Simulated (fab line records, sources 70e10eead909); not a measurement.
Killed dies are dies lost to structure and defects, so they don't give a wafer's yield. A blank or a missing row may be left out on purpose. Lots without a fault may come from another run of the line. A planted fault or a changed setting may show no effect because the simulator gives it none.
A struck lot beside a sound one | flow nand_harc | 23 steps out of a route of 1159
Sound: wafers L874.2, L874.3, L874.4. Struck: wafer L887.5. (L887.4, L887.6 of the same lot were not struck and are left out.) The cause comes at the end.
At each step with rows: each side's tool, then ch and its chambers, then its first start. Under that, the readings that differ: sound wafers | struck wafers | difference of the means | sigmas: that difference in standard deviations of wafers without a fault.
alike: readings whose means differ by less than 2 such deviations, and words and numbers that are the same on both sides. not compared: withheld readings, readings that some wafer has no value for, bounds like >300 that may hide the same value, and numbers for which the record gives no deviation and whose values overlap.
The two part at a step that has a row with sigmas, a row that says differs or no value, or rows on one side only. Numbers that don't overlap but have no deviation are shown without sigmas and don't part them. A reading that every wafer of one side lacks parts them only if that side has two wafers or more.

NHARC_P_M0_INSPECT_27:
  sound on defect_inspect-01, day 7 15:58; struck on defect_inspect-02, day 10 19:42
  alike: raw_defect_count
NHARC_P_M0_PRE_CLEAN_31: time 12 s.
  sound on pecvd-01 ch 0,1, day 7 16:02; struck on pecvd-01 ch 1, day 10 19:48
  alike: heater_power_w
NHARC_P_M0_DEP_32: deposits SiCN, target thk 30 nm.
  sound on pecvd-01 ch 0,1, day 7 16:09; struck on pecvd-01 ch 1, day 10 19:58
  alike: heater_power_w
then, 8 steps without rows for these wafers: NHARC_P_M1_DEP_00 (deposits SiOC, target thk 182.5 nm); NHARC_P_M1_DEHYDRATE_01 (time 120 s); NHARC_P_M1_HMDS_02 (time 30 s); NHARC_P_M1_COAT_34 (time 65 s); NHARC_P_M1_COAT_03 (resist thk 90 nm); NHARC_P_M1_SOFTBAKE_04 (time 55 s); NHARC_P_M1_EBR_05; NHARC_P_M1_EXPOSE_06 (exposes mask P M1, target cd 130 nm).
NHARC_P_M1_PEB_07: peb time 65 s.
  sound on litho_track-06 ch 0, day 7 17:27; struck on litho_track-04 ch 0, day 10 21:09
  alike: exhaust_pa
then, 1 step without rows for these wafers: NHARC_P_M1_DEVELOP_08 (develop time 35 s).
NHARC_P_M1_CD_MEAS_09: target cd 130 nm.
  sound on cd_sem-03 ch 0, day 7 17:32; struck on cd_sem-03 ch 0, day 10 21:14
  reading    | sound             | struck | difference | sigmas
  cd_nm (nm) | 130.5 130.6 129.9 | 146.0  | +15.7      | +28
NHARC_P_M1_OVL_MEAS_10: pitch 260 nm.
  sound on overlay-01, day 7 17:37; struck on overlay-02, day 10 21:19
  alike: overlay_x_nm, overlay_y_nm
NHARC_P_M1_INSPECT_11:
  sound on defect_inspect-01, day 7 17:40; struck on defect_inspect-01, day 10 21:21
  reading          | sound | struck | difference | sigmas
  raw_defect_count | 8 3 7 | 1      | -5         | -2
NHARC_P_M1_DESCUM_14: chemistry O2, time 3 s.
  sound on rie_diel-07 ch 0,1,2, day 7 17:43; struck on rie_diel-07 ch 3, day 10 21:25
  reading                         | sound             | struck | difference | sigmas
  rf_vpp_V (V)                    | 57.1 56.9 57.5    | 59.3   | +2.1       | +2
  showerhead_plenum_p_Torr (Torr) | 2.00 1.95 1.97    | 1.82   | -0.15      | -2
  model.P_M1.cd_nm (nm)           | 130.4 130.4 129.5 | 145.9  | +15.8      |
  alike: drypump_motor_current_A, mfc_ar_sccm, oes_product_au, throttle_valve_pct
  not compared: rf_hours_counter_h
NHARC_P_M1_ETCH_35: etches the open film in N2/H2, target depth 40 nm, overetch 12 nm, time 43.94 s.
  sound on rie_diel-07 ch 1,2,3, day 7 17:48; struck on rie_diel-07 ch 0, day 10 21:31
  alike: bias_w, drypump_motor_current_A, mfc_ar_sccm, n2_flow_sccm, oes_product_au, rf_vpp_V, showerhead_plenum_p_Torr, throttle_valve_pct
  not compared: rf_hours_counter_h
NHARC_P_M1_ETCH_15: etches the open film in C4F8/Ar, target depth 182.5 nm, time 91.2 s.
  sound on rie_diel-07 ch 0,1,3; struck on rie_diel-07 ch 3
  reading      | sound             | struck | difference | sigmas
  rf_vpp_V (V) | 442.5 438.3 443.6 | 436.8  | -4.7       | -2
  alike: bias_w, oes_product_au
  not compared: rf_hours_counter_h
NHARC_P_M1_CD_MEAS_16:
  sound on cd_sem-01, day 7 18:01; struck on cd_sem-01, day 10 21:43
  reading    | sound             | struck | difference | sigmas
  cd_nm (nm) | 130.4 130.7 129.4 | 145.2  | +15.0      | +18
NHARC_P_M1_STRIP_18: strips in N2/H2.
  sound on rie_diel-05 ch 0,1,3, day 7 18:06; struck on rie_diel-07 ch 2, day 10 21:50
  reading            | sound     | struck | difference | sigmas
  mfc_ar_sccm (sccm) | 0.025 0 0 | 0.038  | +0.030     | +2
  alike: drypump_motor_current_A, n2_flow_sccm, oes_product_au, rf_vpp_V, showerhead_plenum_p_Torr, throttle_valve_pct
  not compared: rf_hours_counter_h
NHARC_P_M1_ETCH_28: etches the open film in CF4/N2, target depth 30 nm, time 72.99 s.
  sound on rie_diel-05 ch 0,1,2; struck on rie_diel-07 ch 3
  reading                     | sound             | struck | difference | sigmas
  drypump_motor_current_A (A) | 5.8 6.5 6.4       | 5.2    | -1.0       | -2
  model.P_M1.cd_nm (nm)       | 129.4 131.1 129.5 | 144.3  | +14.3      |
  alike: bias_w, mfc_ar_sccm, n2_flow_sccm, oes_product_au, rf_vpp_V, showerhead_plenum_p_Torr, throttle_valve_pct
  not compared: rf_hours_counter_h
then, 1 step without rows for these wafers: NHARC_P_M1_STRIP_19 (strips in post etch residue remover, time 600 s).

WHERE THEY PART
First at NHARC_P_M1_CD_MEAS_09; last, within this record, at NHARC_P_M1_ETCH_28.

WHY: what the simulator had put in
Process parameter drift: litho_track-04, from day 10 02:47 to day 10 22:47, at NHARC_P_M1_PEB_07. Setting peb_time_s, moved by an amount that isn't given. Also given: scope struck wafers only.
